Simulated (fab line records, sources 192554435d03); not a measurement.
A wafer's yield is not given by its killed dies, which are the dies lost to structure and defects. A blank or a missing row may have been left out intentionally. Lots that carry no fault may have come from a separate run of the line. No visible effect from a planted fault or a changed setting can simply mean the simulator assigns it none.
A single fault, viewed from 3 desks | flow n5_finfet | what lay behind the numbers comes last; until then each desk has only its own

## FROM THE METROLOGY DESK
Lot by lot, what the gauges showed, no matter which tool ran the lot: averages of those sampled wafers that carry a number. If a lot's mean is further than 4 standard deviations from the usual mean, the lot is out of limits and carries the mark OUT (the distance appears in the brackets). It has 12 readings; the 7 that lie furthest out on some lot are the ones shown.
Columns: A = trench_depth_nm at N5_FIN_SAQP_OCD_MEAS_76, usual 119.8 nm; B = DIBL_N at N5_BEOL_M4_RC_MEAS_101, usual 35.9 mV/V; C = DIBL_P at N5_BEOL_M4_RC_MEAS_101, usual 35.9 mV/V; D = IOFF_N at N5_BEOL_M4_RC_MEAS_101, usual 0.152 nA/um; E = IOFF_P at N5_BEOL_M4_RC_MEAS_101, usual 0.204 nA/um; F = ION_P at N5_BEOL_M4_RC_MEAS_101, usual 462 uA/um; G = SS_P at N5_BEOL_M4_RC_MEAS_101, usual 73.2 mV/dec
lot  | first seen here | A     | B    | C    | D     | E     | F   | G
L255 | day 2 04:52     | 119.1 | 36.5 | 36.8 | 0.141 | 0.188 | 458 | 72.7
L256 | day 2 08:34     | 121.1 | 35.4 | 36.0 | 0.166 | 0.203 | 460 | 73.6
L258 | day 2 20:29     | 120.0 | 35.9 | 36.9 | 0.160 | 0.192 | 458 | 73.5
L266 | day 5 04:44     | 117.3 | 34.5 | 35.4 | 0.146 | 0.206 | 464 | 72.9
L267 | day 5 08:43     | 118.5 | 34.7 | 33.9 | 0.159 | 0.215 | 468 | 73.5
L269 | day 5 14:25     | 119.0 | 33.7 | 35.4 | 0.148 | 0.213 | 473 | 72.9
L271 | day 6 02:20     | 121.8 | 35.4 | 34.8 | 0.144 | 0.195 | 463 | 73.1
L273 | day 6 14:10     | 120.5 | 34.7 | 36.4 | 0.148 | 0.203 | 468 | 73.3
L277 | day 7 13:46     | 119.8 | 39.0 | 37.6 | 0.194 | 0.253 | 461 | 74.3
Finding of this desk: none of the 9 lots has anything out of limits.

## TOOL OWNER'S DESK, plasma_asher-02
The tool's own readings at N5_STI_FIN_REVEAL_OXIDATION_31 (chemistry O2 PLASMA REMOTE, time 20 s): means of the sampled wafers that have a number, for each lot that ran on this tool. If a lot's mean is further than 4 standard deviations from the usual mean, the lot is out of limits and carries the mark OUT (the distance appears in the brackets).
Columns: A = drypump_motor_current_A at N5_STI_FIN_REVEAL_OXIDATION_31, usual 5.34 A; B = heater_power_w at N5_STI_FIN_REVEAL_OXIDATION_31, usual 150 W
lot  | first seen here | A    | B
L258 | day 3 06:38     | 5.42 | 153
L266 | day 5 14:30     | 5.32 | 151
L267 | day 5 18:40     | 5.42 | 151
Finding of this desk: none of the 3 lots has anything out of limits.

## THE DEFECT DESK
For each lot, the counts of the inspections along the route, averaged over the sampled wafers that have a number. If a lot's mean is further than 4 standard deviations from the usual mean, the lot is out of limits and carries the mark OUT (the distance appears in the brackets).
Columns: A = raw_defect_count at N5_STI_FIN_REVEAL_INSPECT_13, usual 12
lot  | first seen here | A
L255 | day 2 15:12     | 13
L256 | day 2 19:49     | 14
L258 | day 3 07:17     | 6
L266 | day 5 15:08     | 348 (+73) OUT
L267 | day 5 19:18     | 189 (+38) OUT
L269 | day 6 00:35     | 6
L271 | day 6 12:30     | 14
L273 | day 7 00:58     | 10
L277 | day 8 00:20     | 13
Finding of this desk: L266, L267 out of limits; the first was L266 at day 5 15:08, on raw_defect_count at N5_STI_FIN_REVEAL_INSPECT_13. Within limits: L255, L256, L258, L269, L271, L273, L277.

## TAKEN TOGETHER
The defect desk could have raised an alarm at day 5 15:08, on L266, L267.
From the metrology desk's view, nothing was out of limits.
Nothing out of limits was seen by the tool owner's desk.
The metrology desk holds a record of L266, L267, inside its limits.
On record at the tool owner's desk: L266, L267, within its limits.
Every lot named ran N5_STI_FIN_REVEAL_OXIDATION_31 on plasma_asher-02.

## WHAT HAD BEEN PUT IN BY THE SIMULATOR
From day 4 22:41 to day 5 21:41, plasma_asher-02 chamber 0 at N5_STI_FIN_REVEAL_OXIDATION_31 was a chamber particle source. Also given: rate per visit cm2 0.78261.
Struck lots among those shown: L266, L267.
Hours from the fault's start to each desk's first reading out of limits: the defect desk, 16.
